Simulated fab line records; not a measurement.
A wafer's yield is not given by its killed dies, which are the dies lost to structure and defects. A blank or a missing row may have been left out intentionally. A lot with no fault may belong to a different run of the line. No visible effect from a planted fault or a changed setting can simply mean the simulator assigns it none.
8D (eight disciplines) problem report, filled in by code -- flow n5 finfet -- the parts of the form that need people (team, actions taken, sign-off) are left out

== 1. WHAT IS WRONG ==
Mean of cathode dc power W at N5_BEOL_M12_SPUTTER_45: 29965 W across 6 wafers in 2 lots; on wafers with no fault it is 26001 W (standard deviation 4.9). That is +99 or more standard deviations from the usual mean.
The step: material Cu, target thk 80 nm, time 13.33 s.
Earliest sighting: wafer L312.4 on pvd sputter-03 at day 14 14:25. Wafers with a number at this step in the record: 30, from 10 lots. The rule behind "out" and "out of limits": a value lying over 4 standard deviations away from the usual mean. The other wafers with a number count as sound.

== 2. WHAT IT IS, WHAT IT ISN'T ==
question,is,is not
which readings at this step,cathode dc power W,"chamber pressure pa, chuck gas flow sccm, throttle valve pct"
which lots,"L312, L313","L310, L311, L327, L328, L329, L330, L331, L332"
which wafers of those lots,all that have a number,-
read on which tools,pvd sputter-03,pvd sputter-02
when,from day 14 14:25,"up to then (6 sound wafers); but 18 sound wafers of L327, L328, L329, L330, L331, L332 came after"

== 3. THE SUSPECTS, EACH WITH WHAT RULES IT OUT ==
Counting: a tool stays on the suspect list if, at a process step up to the reading, it processed all lots that are out and no sound lot following the first of them.
- rie diel-03 at N5_BEOL_M12_ETCH_68 (etches SOC in N2/H2, time 285 s): ruled out as a lasting fault. After its first lot that is out, L312 (day 14 11:23), sound lots L328, L329, L332, L331 ran on it.
- rie diel-03 at N5_BEOL_M12_TRENCH_ETCH_34 (etches SiOC in C4F8/O2/Ar, target depth 318.95 nm, time 125.5 s): ruled out as a lasting fault. After its first lot that is out, L312 (day 14 11:34), sound lots L328, L329, L332, L331 ran on it.
- plasma asher-01 at N5_BEOL_M12_STRIP_37 (strips in N2/H2): ruled out as a lasting fault. After its first lot that is out, L312 (day 14 11:47), sound lots L328, L329, L327 ran on it.
- pvd sputter-03 at N5_BEOL_M12_SPUTTER_45 (material Cu, target thk 80 nm, time 13.33 s): ruled out as a lasting fault. After its first lot that is out, L312 (day 14 14:25), sound lots L329, L330, L331 ran on it.
Left after counting: nothing in the record.

== 4. THE CAUSE (what the simulator had put in) ==
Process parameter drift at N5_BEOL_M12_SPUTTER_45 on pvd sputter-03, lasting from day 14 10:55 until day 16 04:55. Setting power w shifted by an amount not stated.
Counting ruled it out, wrongly.

== 5. SEQUENCE OF EFFECTS, ordered by route ==
One row per reading whose mean, taken over the struck wafers that have a number, lies over 3 standard deviations from the usual. Only readings for which the record gives a usual standard deviation are gone through. hours: the time from each lot's start at the first step in this table that gives one to its start at this step, as a median over the lots. sigmas: the change in usual standard deviations.
hours,step,reading,usual,on struck wafers,change,sigmas
0,N5_BEOL_M12_SPUTTER_45,cathode dc power W,26001 W,29965,+3964,+99 or more
Its process steps:
- N5_BEOL_M12_SPUTTER_45: material Cu, target thk 80 nm, time 13.33 s.

== 6. WHAT WOULD HAVE CAUGHT IT SOONER ==
In this record the first reading out of limits was taken at day 14 14:25, 4 hours after the fault began at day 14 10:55.
